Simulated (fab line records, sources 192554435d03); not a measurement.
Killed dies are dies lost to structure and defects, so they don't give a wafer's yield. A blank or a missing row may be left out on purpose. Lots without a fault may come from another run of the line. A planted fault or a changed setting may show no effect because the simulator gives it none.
Split-lot experiment | flow n5_finfet | 7 lots, 39 wafers read, on a route of 1938 steps

THE SPLIT
At N5_SD_EPI_P_ETCH_36 (etches SiARC in CF4, target depth 45.5 nm, time 75.8 s), the setting bias_w was moved away from the recipe's 36 W on 15 of the 39 wafers read, by -16.3% to +16.4%. The other wafers ran this setting at the recipe's value.

The reading is taken at the split's own step.

THE READING
rf_vpp_V, in V, at N5_SD_EPI_P_ETCH_36 (etches SiARC in CF4, target depth 45.5 nm, time 75.8 s). Fault-free wafers of this fab line usually give 183.9 V, standard deviation 1.3 V.

wafer  | tool, chamber at the split | bias_w as run, W | against the recipe | rf_vpp_V, V | against lot-mates on the recipe
L075.1 | rie_diel-05, 1             | 36               | recipe             | 183.6       | -
L075.2 | rie_diel-05, 0             | 41.89            | +16.4%             | 201.1       | +17.8
L075.3 | rie_diel-05, 2             | 41.89            | +16.4%             | 202.5       | +19.2
L075.4 | rie_diel-05, 3             | 41.89            | +16.4%             | 204.2       | +20.9
L075.5 | rie_diel-05, 0             | 36               | recipe             | 182.7       | -
L075.6 | rie_diel-05, 1             | 36               | recipe             | 183.6       | -
L077.1 | rie_diel-05, 2             | 36               | recipe             | 181.3       | -
L077.2 | rie_diel-05, 1             | 36               | recipe             | 183.8       | -
L077.3 | rie_diel-05, 3             | 36               | recipe             | 186.1       | -
L077.4 | rie_diel-05, 0             | 36               | recipe             | 184.1       | -
L077.5 | rie_diel-05, 2             | 36               | recipe             | 181.1       | -
L077.6 | rie_diel-05, 3             | 36               | recipe             | 186.7       | -
L078.1 | rie_diel-04, 1             | 36               | recipe             | 184.8       | -
L078.2 | rie_diel-04, 0             | 31.04            | -13.8%             | 166.7       | -18.1
L078.3 | rie_diel-04, 2             | 31.04            | -13.8%             | 168.9       | -15.9
L078.4 | rie_diel-04, 3             | 36               | recipe             | 184.3       | -
L078.5 | rie_diel-04, 2             | 36               | recipe             | 185.4       | -
L078.6 | rie_diel-04, 3             | 31.04            | -13.8%             | 168.4       | -16.4
L079.1 | rie_diel-05, 0             | 30.14            | -16.3%             | 162.8       | -21.9
L079.2 | rie_diel-05, 2             | 30.14            | -16.3%             | 164.4       | -20.3
L079.3 | rie_diel-05, 3             | 36               | recipe             | 187.0       | -
L079.4 | rie_diel-05, 1             | 36               | recipe             | 183.5       | -
L079.5 | rie_diel-05, 1             | 36               | recipe             | 183.6       | -
L079.6 | rie_diel-05, 2             | 30.14            | -16.3%             | 163.6       | -21.1
L080.1 | rie_diel-05, 2             | 31.56            | -12.3%             | 167.5       | -16.1
L080.2 | rie_diel-05, 1             | 36               | recipe             | 184.0       | -
L080.3 | rie_diel-05, 3             | 31.56            | -12.3%             | 169.5       | -14.1
L080.4 | rie_diel-05, 0             | 36               | recipe             | 183.7       | -
L080.5 | rie_diel-05, 0             | 36               | recipe             | 183.1       | -
L080.6 | rie_diel-05, 1             | 31.56            | -12.3%             | 168.3       | -15.3
L082.2 | rie_diel-04, 0             | 36               | recipe             | 184.5       | -
L082.3 | rie_diel-04, 2             | 36               | recipe             | 186.2       | -
L082.4 | rie_diel-04, 3             | 36               | recipe             | 182.3       | -
L084.1 | rie_diel-04, 0             | 40.83            | +13.4%             | 197.9       | +13.4
L084.2 | rie_diel-04, 2             | 36               | recipe             | 184.1       | -
L084.3 | rie_diel-04, 1             | 40.83            | +13.4%             | 199.4       | +14.9
L084.4 | rie_diel-04, 3             | 40.83            | +13.4%             | 198.5       | +14.0
L084.5 | rie_diel-04, 2             | 36               | recipe             | 184.9       | -
L084.6 | rie_diel-04, 3             | 36               | recipe             | 184.6       | -

THE FIT
A straight line over all 39 wafers: rf_vpp_V changes by +1.18 V for each +1% of bias_w; r = +0.99; the points scatter about the line by 1.4 V.
The same after taking each lot's own level away (the mean of its wafers on the recipe; 39 wafers): +1.2 V for each +1%; r = +0.99; scatter 1.4 V.
On that fit, the largest move of bias_w shifts the reading by 20 V.
The lots' own levels span 183.30 to 184.83 V, that is 1.2 times the standard deviation above.
So the lot-to-lot level changes the slope little: the two slopes agree.
Check: with one of the wafers moved furthest among these (+16.4%) left out of the fit, the line predicts +19.4 V for it against its lot-mates. It came out at +17.8 V against them.
Tool readings at the split's step, against how far the setting was moved: rf_vpp_V r = +0.99.

OTHER SPLITS ON THESE WAFERS
These wafers also went through other splits before the reading. Each is held against what the fit with the lots' levels taken away leaves over:
other split on the same wafers   | wafers away from the commonest value | r with rf_vpp_V (lot level and that fit taken away)
N5_DUMMY_GATE_ETCH_37 source_w   | 15                                   | +0.09
N5_SD_EPI_N_EPI_21 pressure_torr | 30                                   | -0.10

THE FILE'S OWN FIT
rf_vpp_V changes by +1.2 V for each +1% of bias_w, r = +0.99.
